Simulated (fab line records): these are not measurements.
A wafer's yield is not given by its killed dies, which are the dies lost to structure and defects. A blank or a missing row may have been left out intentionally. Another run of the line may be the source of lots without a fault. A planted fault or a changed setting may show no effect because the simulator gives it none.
fab line records :: flow n5Finfet :: part 2 of 2: steps 24 to 30 of 30
[record]
  lots = 5
  wafers = 15
  lastDay = 16
route steps=1938 shown BEOL_M2@852
lots untouched by any fault: they come from a run of this same line in which no faults occurred
startH: hours from the record's opening day to when the first of the lot's shown wafers began :: waitH: time in hours since the lot's previous step :: " identical to the entry in the row above :: L1.1+2: several wafers, shown together as one row :: - either no value or no given start :: * or withheld: withheld :: < > ~ a bound
route shown NAME@n: names a module that has steps shown in the file, with the first one's number in the route :: usual: mean/standard deviation taken from wafers without a fault :: same: alike in all rows :: chamber/n: place in a boat :: sites: each site's reading :: _std_site: the values' standard deviation :: _edge_site: outer sites' mean less inner sites' :: radiusMm: how far each site lies from the wafer's centre :: mask NAME#n: copy n :: behind: the most recent tool/chamber to have shaped the wafer :: hold: cause of the lot's hold/its duration in hours/its outcome :: device: the transistor (n, p or np) that didn't switch :: end of line: tests run on the same wafers once the route is complete :: a step without rows: its recipe alone :: killed: count of dies lost to structure and defects at first sort (not the wafer's yield) :: map: dies across one wafer; x = killed, . = not, _ = none there
set.NAME: the setting the step ran with; set.NAME@STEP: the setting that earlier step ran with :: model.NAME: the simulator's own value behind a step, which no gauge read
lots at some steps of the route; a table a step, a row a wafer
services: when a tool's chamber went out of use (startH, in hours from the record's first day, below 0 if earlier), for how many hours, and the reason
[[steps]]
[step N5_BEOL_M2_DEVELOP_27]
[recipe]
  developTimeS = 30
  developer = TMAH
  resist = CAR-EUV
  rinseLiquid = surfactantRinse
  dry = airSpin
  devTempC = 23
lot.wafer: L079.2+3+5
tool: lithoTrack-01
chamber: 0
startH: -
waitH: -

lot.wafer: L083.2+3+6
tool: lithoTrack-04
chamber: 0
startH: -
waitH: -

lot.wafer: L084.3+4+5
tool: lithoTrack-03
chamber: 0
startH: -
waitH: -

lot.wafer: L086.2+3+4
tool: lithoTrack-01
chamber: 0
startH: -
waitH: -

lot.wafer: L090.1+4+5
tool: lithoTrack-01
chamber: 0
startH: -
waitH: -
[step N5_BEOL_M2_CD_MEAS_28]
[recipe]
  targetCdNm = 26.2
  landingEnergyEv = 500
  detector = seInlens
  targetCdYNm = 24.1
  polarity = opening
[usual]
  cdNm = 26.14/0.24
lot.wafer: L079.2
tool: cdSem-02
chamber: 0
startH: 160.74
waitH: -
cdNm: 26.23

lot.wafer: L079.3
tool: cdSem-02
chamber: 0
startH: 160.74
waitH: -
cdNm: 26.43

lot.wafer: L079.5
tool: cdSem-02
chamber: 0
startH: 160.74
waitH: -
cdNm: 26.50

lot.wafer: L083.2
tool: cdSem-02
chamber: 0
startH: 187.58
waitH: -
cdNm: 26.10

lot.wafer: L083.3
tool: cdSem-02
chamber: 0
startH: 187.58
waitH: -
cdNm: 26.30

lot.wafer: L083.6
tool: cdSem-02
chamber: 0
startH: 187.58
waitH: -
cdNm: 25.87

lot.wafer: L084.3
tool: cdSem-03
chamber: 0
startH: 200.21
waitH: -
cdNm: 25.91

lot.wafer: L084.4
tool: cdSem-03
chamber: 0
startH: 200.21
waitH: -
cdNm: 26.20

lot.wafer: L084.5
tool: cdSem-03
chamber: 0
startH: 200.21
waitH: -
cdNm: 26.16

lot.wafer: L086.2
tool: cdSem-02
chamber: 0
startH: 211.40
waitH: -
cdNm: 26.44

lot.wafer: L086.3
tool: cdSem-02
chamber: 0
startH: 211.40
waitH: -
cdNm: 26.34

lot.wafer: L086.4
tool: cdSem-02
chamber: 0
startH: 211.40
waitH: -
cdNm: 26.37

lot.wafer: L090.1
tool: cdSem-03
chamber: 0
startH: 224.92
waitH: -
cdNm: 26.19

lot.wafer: L090.4
tool: cdSem-03
chamber: 0
startH: 224.92
waitH: -
cdNm: 26.38

lot.wafer: L090.5
tool: cdSem-03
chamber: 0
startH: 224.92
waitH: -
cdNm: 26.12
[step N5_BEOL_M2_OVL_MEAS_29]
[recipe]
  pointsPerWafer = 522
[usual]
  V1_OVL = -0.1/0.69
lot.wafer: L079.2
tool: overlay-02
chamber: 0
startH: 160.77
waitH: 0.0
V1_OVL[nm]: -0.2

lot.wafer: L079.3
tool: overlay-02
chamber: 0
startH: 160.77
waitH: 0.0
V1_OVL[nm]: -0.3

lot.wafer: L079.5
tool: overlay-02
chamber: 0
startH: 160.77
waitH: 0.0
V1_OVL[nm]: 1.1

lot.wafer: L083.2
tool: overlay-01
chamber: 0
startH: 187.62
waitH: 0.0
V1_OVL[nm]: -1.2

lot.wafer: L083.3
tool: overlay-01
chamber: 0
startH: 187.62
waitH: 0.0
V1_OVL[nm]: -1.2

lot.wafer: L083.6
tool: overlay-01
chamber: 0
startH: 187.62
waitH: 0.0
V1_OVL[nm]: -0.7

lot.wafer: L084.3
tool: overlay-01
chamber: 0
startH: 200.25
waitH: 0.0
V1_OVL[nm]: 0.8

lot.wafer: L084.4
tool: overlay-01
chamber: 0
startH: 200.25
waitH: 0.0
V1_OVL[nm]: -0.4

lot.wafer: L084.5
tool: overlay-01
chamber: 0
startH: 200.25
waitH: 0.0
V1_OVL[nm]: 0.7

lot.wafer: L086.2
tool: overlay-02
chamber: 0
startH: 211.44
waitH: 0.0
V1_OVL[nm]: -0.8

lot.wafer: L086.3
tool: overlay-02
chamber: 0
startH: 211.44
waitH: 0.0
V1_OVL[nm]: -0.2

lot.wafer: L086.4
tool: overlay-02
chamber: 0
startH: 211.44
waitH: 0.0
V1_OVL[nm]: -0.4

lot.wafer: L090.1
tool: overlay-02
chamber: 0
startH: 224.95
waitH: 0.0
V1_OVL[nm]: 0.9

lot.wafer: L090.4
tool: overlay-02
chamber: 0
startH: 224.95
waitH: 0.0
V1_OVL[nm]: -0.1

lot.wafer: L090.5
tool: overlay-02
chamber: 0
startH: 224.95
waitH: 0.0
V1_OVL[nm]: 1.0
[step N5_BEOL_M2_INSPECT_30]
[recipe]
  mode = adi
  inspectInstrument = brightfield
[usual]
  rawDefectCount = 427/90
lot.wafer: L079.2
tool: defectInspect-01
chamber: -
startH: 160.83
waitH: 0.0
rawDefectCount: 595

lot.wafer: L079.3
tool: defectInspect-01
chamber: -
startH: 160.83
waitH: 0.0
rawDefectCount: 603

lot.wafer: L079.5
tool: defectInspect-01
chamber: -
startH: 160.83
waitH: 0.0
rawDefectCount: 450

lot.wafer: L083.2
tool: defectInspect-02
chamber: -
startH: 187.67
waitH: 0.0
rawDefectCount: 449

lot.wafer: L083.3
tool: defectInspect-02
chamber: -
startH: 187.67
waitH: 0.0
rawDefectCount: 496

lot.wafer: L083.6
tool: defectInspect-02
chamber: -
startH: 187.67
waitH: 0.0
rawDefectCount: 361

lot.wafer: L084.3
tool: defectInspect-02
chamber: -
startH: 200.30
waitH: 0.0
rawDefectCount: 354

lot.wafer: L084.4
tool: defectInspect-02
chamber: -
startH: 200.30
waitH: 0.0
rawDefectCount: 447

lot.wafer: L084.5
tool: defectInspect-02
chamber: -
startH: 200.30
waitH: 0.0
rawDefectCount: 359

lot.wafer: L086.2
tool: defectInspect-02
chamber: -
startH: 211.49
waitH: 0.0
rawDefectCount: 365

lot.wafer: L086.3
tool: defectInspect-02
chamber: -
startH: 211.49
waitH: 0.0
rawDefectCount: 460

lot.wafer: L086.4
tool: defectInspect-02
chamber: -
startH: 211.49
waitH: 0.0
rawDefectCount: 538

lot.wafer: L090.1
tool: defectInspect-02
chamber: -
startH: 225.01
waitH: 0.1
rawDefectCount: 407

lot.wafer: L090.4
tool: defectInspect-02
chamber: -
startH: 225.01
waitH: 0.1
rawDefectCount: 540

lot.wafer: L090.5
tool: defectInspect-02
chamber: -
startH: 225.01
waitH: 0.1
rawDefectCount: 462
[step N5_BEOL_M2_DESCUM_33]
[recipe]
  chemistry = O2
  timeS = 7
  sourcePowerW = 50
  biasPowerW = 20
  pressureMtorr = 20
  rfFrequencyHz = 2.712e+07
  tempC = 40
  resist = CAR-EUV
  o2FlowSccm = 225
[usual]
  drypumpMotorCurrentA = 5.8/0.42
  oesProductAu = 0.82/0.08
  rfVppV = 243.7/1.3
  showerheadPlenumPTorr = 2.13/0.072
  throttleValvePct = 20.24/0.22
lot.wafer: L079.2
tool: rieDiel-04
chamber: 0
startH: 160.86
waitH: 0.0
drypumpMotorCurrentA: 5.4
oesProductAu: 0.88
rfHoursCounterH: 46
rfVppV: 243.6
showerheadPlenumPTorr: 2.13
throttleValvePct: 20.34

lot.wafer: L079.3
tool: rieDiel-04
chamber: 2
startH: 160.86
waitH: 0.0
drypumpMotorCurrentA: 5.9
oesProductAu: 0.82
rfHoursCounterH: 87
rfVppV: 244.5
showerheadPlenumPTorr: 2.12
throttleValvePct: 20.60

lot.wafer: L079.5
tool: rieDiel-04
chamber: 2
startH: 160.86
waitH: 0.0
drypumpMotorCurrentA: 5.9
oesProductAu: 0.82
rfHoursCounterH: -
rfVppV: 243.4
showerheadPlenumPTorr: 2.12
throttleValvePct: 20.60

lot.wafer: L083.2
tool: rieDiel-06
chamber: 0
startH: 187.82
waitH: 0.2
drypumpMotorCurrentA: 5.9
oesProductAu: 0.74
rfHoursCounterH: 157
rfVppV: 243.5
showerheadPlenumPTorr: 2.10
throttleValvePct: 20.31

lot.wafer: L083.3
tool: rieDiel-06
chamber: 3
startH: 187.82
waitH: 0.2
drypumpMotorCurrentA: 6.6
oesProductAu: 0.69
rfHoursCounterH: 238
rfVppV: 242.9
showerheadPlenumPTorr: 1.97
throttleValvePct: 20.12

lot.wafer: L083.6
tool: rieDiel-06
chamber: 2
startH: 187.82
waitH: 0.2
drypumpMotorCurrentA: 5.6
oesProductAu: 0.77
rfHoursCounterH: -
rfVppV: 241.7
showerheadPlenumPTorr: 2.00
throttleValvePct: 20.44

lot.wafer: L084.3
tool: rieDiel-05
chamber: 1
startH: 200.33
waitH: 0.0
drypumpMotorCurrentA: 5.6
oesProductAu: 0.73
rfHoursCounterH: 143
rfVppV: 244.0
showerheadPlenumPTorr: 2.18
throttleValvePct: 20.19

lot.wafer: L084.4
tool: rieDiel-05
chamber: 0
startH: 200.33
waitH: 0.0
drypumpMotorCurrentA: 5.1
oesProductAu: 0.89
rfHoursCounterH: 21
rfVppV: 244.2
showerheadPlenumPTorr: 2.23
throttleValvePct: 20.38

lot.wafer: L084.5
tool: rieDiel-05
chamber: 0
startH: 200.33
waitH: 0.0
drypumpMotorCurrentA: 5.1
oesProductAu: 0.90
rfHoursCounterH: -
rfVppV: 245.0
showerheadPlenumPTorr: 2.23
throttleValvePct: 20.39

lot.wafer: L086.2
tool: rieDiel-05
chamber: 2
startH: 211.52
waitH: 0.0
drypumpMotorCurrentA: 5.8
oesProductAu: 0.90
rfHoursCounterH: 33
rfVppV: 243.5
showerheadPlenumPTorr: 2.13
throttleValvePct: 19.84

lot.wafer: L086.3
tool: rieDiel-05
chamber: 1
startH: 211.52
waitH: 0.0
drypumpMotorCurrentA: 5.6
oesProductAu: 0.74
rfHoursCounterH: 148
rfVppV: 245.2
showerheadPlenumPTorr: 2.18
throttleValvePct: 20.20

lot.wafer: L086.4
tool: rieDiel-05
chamber: 2
startH: 211.52
waitH: 0.0
drypumpMotorCurrentA: 5.8
oesProductAu: 0.89
rfHoursCounterH: -
rfVppV: 244.1
showerheadPlenumPTorr: 2.13
throttleValvePct: 19.85

lot.wafer: L090.1
tool: rieDiel-05
chamber: 1
startH: 225.30
waitH: 0.3
drypumpMotorCurrentA: 5.7
oesProductAu: 0.72
rfHoursCounterH: 155
rfVppV: 245.1
showerheadPlenumPTorr: 2.17
throttleValvePct: 20.21

lot.wafer: L090.4
tool: rieDiel-05
chamber: 1
startH: 225.30
waitH: 0.3
drypumpMotorCurrentA: 5.6
oesProductAu: 0.72
rfHoursCounterH: -
rfVppV: 244.7
showerheadPlenumPTorr: 2.17
throttleValvePct: 20.21

lot.wafer: L090.5
tool: rieDiel-05
chamber: 0
startH: 225.30
waitH: 0.3
drypumpMotorCurrentA: 5.0
oesProductAu: 0.87
rfHoursCounterH: -
rfVppV: 245.7
showerheadPlenumPTorr: 2.22
throttleValvePct: 20.42
[step N5_BEOL_M2_ETCH_77]
[recipe]
  chemistry = N2/H2
  target = underlayer
  targetDepthA = 65
  maskMaterial = CAR-EUV
  timeS = 5.2
  ionEnergyEv = 200
  pressureMtorr = 30
  sourceW = 840
  biasW = 150
  n2FlowSccm = 200
  h2FlowSccm = 200
  ends = cleared
[usual]
  drypumpMotorCurrentA = 5.8/0.42
  etchRfOnTimeS = 5.19/0.066
  n2FlowSccm = 199.9/0.57
  oesProductAu = 0.69/0.067
  rfVppV = 525.1/2.8
  showerheadPlenumPTorr = 2.59/0.088
  throttleValvePct = 17.66/0.24
lot.wafer: L079.2
tool: rieDiel-04
chamber: 0
startH: 160.90
waitH: 0.0
drypumpMotorCurrentA: 5.4
etchRfOnTimeS: 5.18
n2FlowSccm: 199.4
oesProductAu: 0.74
rfHoursCounterH: 46
rfVppV: 524.2
showerheadPlenumPTorr: 2.58
throttleValvePct: 17.62

lot.wafer: L079.3
tool: rieDiel-04
chamber: 2
startH: 160.90
waitH: 0.0
drypumpMotorCurrentA: 6.0
etchRfOnTimeS: 5.14
n2FlowSccm: 200.5
oesProductAu: 0.70
rfHoursCounterH: 87
rfVppV: 523.3
showerheadPlenumPTorr: 2.57
throttleValvePct: 18.07

lot.wafer: L079.5
tool: rieDiel-04
chamber: 2
startH: 160.90
waitH: 0.0
drypumpMotorCurrentA: 5.9
etchRfOnTimeS: 5.14
n2FlowSccm: 200.7
oesProductAu: 0.70
rfHoursCounterH: -
rfVppV: 525.2
showerheadPlenumPTorr: 2.57
throttleValvePct: 18.05

lot.wafer: L083.2
tool: rieDiel-06
chamber: 0
startH: 187.86
waitH: 0.0
drypumpMotorCurrentA: 5.9
etchRfOnTimeS: 5.30
n2FlowSccm: 199.9
oesProductAu: 0.62
rfHoursCounterH: 157
rfVppV: 523.0
showerheadPlenumPTorr: 2.54
throttleValvePct: 17.66

lot.wafer: L083.3
tool: rieDiel-06
chamber: 3
startH: 187.86
waitH: 0.0
drypumpMotorCurrentA: 6.6
etchRfOnTimeS: 5.36
n2FlowSccm: 199.2
oesProductAu: 0.58
rfHoursCounterH: 238
rfVppV: 522.8
showerheadPlenumPTorr: 2.41
throttleValvePct: 17.63

lot.wafer: L083.6
tool: rieDiel-06
chamber: 2
startH: 187.86
waitH: 0.0
drypumpMotorCurrentA: 5.6
etchRfOnTimeS: 5.21
n2FlowSccm: 200.3
oesProductAu: 0.65
rfHoursCounterH: -
rfVppV: 519.7
showerheadPlenumPTorr: 2.44
throttleValvePct: 17.87

lot.wafer: L084.3
tool: rieDiel-05
chamber: 1
startH: 200.36
waitH: 0.0
drypumpMotorCurrentA: 5.7
etchRfOnTimeS: 5.22
n2FlowSccm: 199.6
oesProductAu: 0.64
rfHoursCounterH: 143
rfVppV: 526.5
showerheadPlenumPTorr: 2.66
throttleValvePct: 17.65

lot.wafer: L084.4
tool: rieDiel-05
chamber: 0
startH: 200.36
waitH: 0.0
drypumpMotorCurrentA: 5.1
etchRfOnTimeS: 5.24
n2FlowSccm: 200.1
oesProductAu: 0.76
rfHoursCounterH: 21
rfVppV: 529.2
showerheadPlenumPTorr: 2.71
throttleValvePct: 17.87

lot.wafer: L084.5
tool: rieDiel-05
chamber: 0
startH: 200.36
waitH: 0.0
drypumpMotorCurrentA: 5.1
etchRfOnTimeS: 5.22
n2FlowSccm: 200.0
oesProductAu: 0.77
rfHoursCounterH: -
rfVppV: 529.1
showerheadPlenumPTorr: 2.71
throttleValvePct: 17.87

lot.wafer: L086.2
tool: rieDiel-05
chamber: 2
startH: 211.56
waitH: 0.0
drypumpMotorCurrentA: 5.8
etchRfOnTimeS: 5.21
n2FlowSccm: 199.7
oesProductAu: 0.75
rfHoursCounterH: 33
rfVppV: 525.1
showerheadPlenumPTorr: 2.59
throttleValvePct: 17.22

lot.wafer: L086.3
tool: rieDiel-05
chamber: 1
startH: 211.56
waitH: 0.0
drypumpMotorCurrentA: 5.7
etchRfOnTimeS: 5.17
n2FlowSccm: 199.2
oesProductAu: 0.62
rfHoursCounterH: 148
rfVppV: 529.7
showerheadPlenumPTorr: 2.66
throttleValvePct: 17.63

lot.wafer: L086.4
tool: rieDiel-05
chamber: 2
startH: 211.56
waitH: 0.0
drypumpMotorCurrentA: 5.8
etchRfOnTimeS: 5.16
n2FlowSccm: 200.0
oesProductAu: 0.76
rfHoursCounterH: -
rfVppV: 525.0
showerheadPlenumPTorr: 2.59
throttleValvePct: 17.19

lot.wafer: L090.1
tool: rieDiel-05
chamber: 1
startH: 225.33
waitH: 0.0
drypumpMotorCurrentA: 5.7
etchRfOnTimeS: 5.17
n2FlowSccm: 198.9
oesProductAu: 0.63
rfHoursCounterH: 155
rfVppV: 525.2
showerheadPlenumPTorr: 2.65
throttleValvePct: 17.66

lot.wafer: L090.4
tool: rieDiel-05
chamber: 1
startH: 225.33
waitH: 0.0
drypumpMotorCurrentA: 5.6
etchRfOnTimeS: 5.18
n2FlowSccm: 198.4
oesProductAu: 0.62
rfHoursCounterH: -
rfVppV: 528.3
showerheadPlenumPTorr: 2.65
throttleValvePct: 17.63

lot.wafer: L090.5
tool: rieDiel-05
chamber: 0
startH: 225.33
waitH: 0.0
drypumpMotorCurrentA: 5.0
etchRfOnTimeS: 5.15
n2FlowSccm: 200.2
oesProductAu: 0.75
rfHoursCounterH: -
rfVppV: 525.2
showerheadPlenumPTorr: 2.71
throttleValvePct: 17.91
[step N5_BEOL_M2_ETCH_69]
[recipe]
  chemistry = CF4
  target = SiARC
  targetDepthA = 156
  maskMaterial = CAR-EUV
  timeS = 26
  ionEnergyEv = 80
  pressureMtorr = 40
  sourceW = 545
  biasW = 36
  Ar_flow_sccm = 100
  cf4FlowSccm = 100
  ends = cleared
[usual]
  drypumpMotorCurrentA = 5.8/0.41
  etchRfOnTimeS = 25.94/0.3
  oesProductAu = 0.69/0.068
  rfVppV = 184.5/1.3
  showerheadPlenumPTorr = 2.17/0.07
  throttleValvePct = 15.43/0.2
lot.wafer: L079.2
tool: rieDiel-04
chamber: 0
startH: 160.91
waitH: 0.0
drypumpMotorCurrentA: 5.5
etchRfOnTimeS: 26.04
oesProductAu: 0.75
rfHoursCounterH: 46
rfVppV: 185.3
showerheadPlenumPTorr: 2.18
throttleValvePct: 15.48

lot.wafer: L079.3
tool: rieDiel-04
chamber: 2
startH: 160.91
waitH: 0.0
drypumpMotorCurrentA: 5.9
etchRfOnTimeS: 25.31
oesProductAu: 0.70
rfHoursCounterH: 87
rfVppV: 185.5
showerheadPlenumPTorr: 2.16
throttleValvePct: 15.72

lot.wafer: L079.5
tool: rieDiel-04
chamber: 2
startH: 160.91
waitH: 0.0
drypumpMotorCurrentA: 6.0
etchRfOnTimeS: 25.44
oesProductAu: 0.71
rfHoursCounterH: -
rfVppV: 184.1
showerheadPlenumPTorr: 2.16
throttleValvePct: 15.72

lot.wafer: L083.2
tool: rieDiel-06
chamber: 0
startH: 187.87
waitH: 0.0
drypumpMotorCurrentA: 5.9
etchRfOnTimeS: 26.36
oesProductAu: 0.62
rfHoursCounterH: 157
rfVppV: 183.0
showerheadPlenumPTorr: 2.14
throttleValvePct: 15.47

lot.wafer: L083.3
tool: rieDiel-06
chamber: 3
startH: 187.87
waitH: 0.0
drypumpMotorCurrentA: 6.6
etchRfOnTimeS: 26.15
oesProductAu: 0.58
rfHoursCounterH: 238
rfVppV: 184.1
showerheadPlenumPTorr: 2.02
throttleValvePct: 15.37

lot.wafer: L083.6
tool: rieDiel-06
chamber: 2
startH: 187.87
waitH: 0.0
drypumpMotorCurrentA: 5.7
etchRfOnTimeS: 25.93
oesProductAu: 0.65
rfHoursCounterH: -
rfVppV: 183.6
showerheadPlenumPTorr: 2.05
throttleValvePct: 15.66

lot.wafer: L084.3
tool: rieDiel-05
chamber: 1
startH: 200.38
waitH: 0.0
drypumpMotorCurrentA: 5.7
etchRfOnTimeS: 25.75
oesProductAu: 0.63
rfHoursCounterH: 143
rfVppV: 185.9
showerheadPlenumPTorr: 2.23
throttleValvePct: 15.43

lot.wafer: L084.4
tool: rieDiel-05
chamber: 0
startH: 200.38
waitH: 0.0
drypumpMotorCurrentA: 5.1
etchRfOnTimeS: 25.59
oesProductAu: 0.77
rfHoursCounterH: 21
rfVppV: 186.3
showerheadPlenumPTorr: 2.27
throttleValvePct: 15.51

lot.wafer: L084.5
tool: rieDiel-05
chamber: 0
startH: 200.38
waitH: 0.0
drypumpMotorCurrentA: 5.1
etchRfOnTimeS: 25.67
oesProductAu: 0.77
rfHoursCounterH: -
rfVppV: 187.2
showerheadPlenumPTorr: 2.27
throttleValvePct: 15.51

lot.wafer: L086.2
tool: rieDiel-05
chamber: 2
startH: 211.57
waitH: 0.0
drypumpMotorCurrentA: 5.8
etchRfOnTimeS: 25.67
oesProductAu: 0.77
rfHoursCounterH: 33
rfVppV: 183.7
showerheadPlenumPTorr: 2.18
throttleValvePct: 15.05

lot.wafer: L086.3
tool: rieDiel-05
chamber: 1
startH: 211.57
waitH: 0.0
drypumpMotorCurrentA: 5.7
etchRfOnTimeS: 26.06
oesProductAu: 0.62
rfHoursCounterH: 148
rfVppV: 185.3
showerheadPlenumPTorr: 2.23
throttleValvePct: 15.47

lot.wafer: L086.4
tool: rieDiel-05
chamber: 2
startH: 211.57
waitH: 0.0
drypumpMotorCurrentA: 5.8
etchRfOnTimeS: 25.79
oesProductAu: 0.76
rfHoursCounterH: -
rfVppV: 185.3
showerheadPlenumPTorr: 2.18
throttleValvePct: 15.03

lot.wafer: L090.1
tool: rieDiel-05
chamber: 1
startH: 225.35
waitH: 0.0
drypumpMotorCurrentA: 5.6
etchRfOnTimeS: 25.95
oesProductAu: 0.62
rfHoursCounterH: 155
rfVppV: 185.6
showerheadPlenumPTorr: 2.23
throttleValvePct: 15.46

lot.wafer: L090.4
tool: rieDiel-05
chamber: 1
startH: 225.35
waitH: 0.0
drypumpMotorCurrentA: 5.7
etchRfOnTimeS: 26.20
oesProductAu: 0.62
rfHoursCounterH: -
rfVppV: 184.2
showerheadPlenumPTorr: 2.23
throttleValvePct: 15.47

lot.wafer: L090.5
tool: rieDiel-05
chamber: 0
startH: 225.35
waitH: 0.0
drypumpMotorCurrentA: 5.1
etchRfOnTimeS: 25.92
oesProductAu: 0.75
rfHoursCounterH: -
rfVppV: 187.3
showerheadPlenumPTorr: 2.27
throttleValvePct: 15.56
[[services]]
tool: rieDiel-04
chamber: 3
startH: 137.04
hours: -
kind: clean

tool: rieDiel-04
chamber: 3
startH: 137.04
hours: -
kind: consumableReplace:focusRing

tool: rieDiel-04
chamber: 3
startH: 137.04
hours: 17.2
kind: scheduledDown

tool: rieDiel-04
chamber: 3
startH: 137.04
hours: 17.2
kind: ventCycle

tool: euvScanner-02
chamber: -
startH: 141.37
hours: 1.0
kind: pm

tool: rieMetal-01
chamber: 1
startH: 161.67
hours: 9.4
kind: repair

tool: euvScanner-01
chamber: -
startH: 165.48
hours: 1.0
kind: pm

tool: euvScanner-01
chamber: -
startH: 183.00
hours: 5.8
kind: pm

tool: euvScanner-02
chamber: -
startH: 198.40
hours: 0.4
kind: repair

tool: rieDiel-05
chamber: 3
startH: 204.47
hours: -
kind: clean

tool: rieDiel-05
chamber: 3
startH: 204.47
hours: -
kind: consumableReplace:focusRing

tool: rieDiel-05
chamber: 3
startH: 204.47
hours: 40.2
kind: scheduledDown

tool: rieDiel-05
chamber: 3
startH: 204.47
hours: 40.2
kind: ventCycle

tool: euvScanner-02
chamber: -
startH: 206.08
hours: 1.0
kind: pm

tool: euvScanner-01
chamber: -
startH: 221.63
hours: 1.0
kind: pm

tool: rieMetal-01
chamber: -
startH: 224.32
hours: 1.4
kind: pm
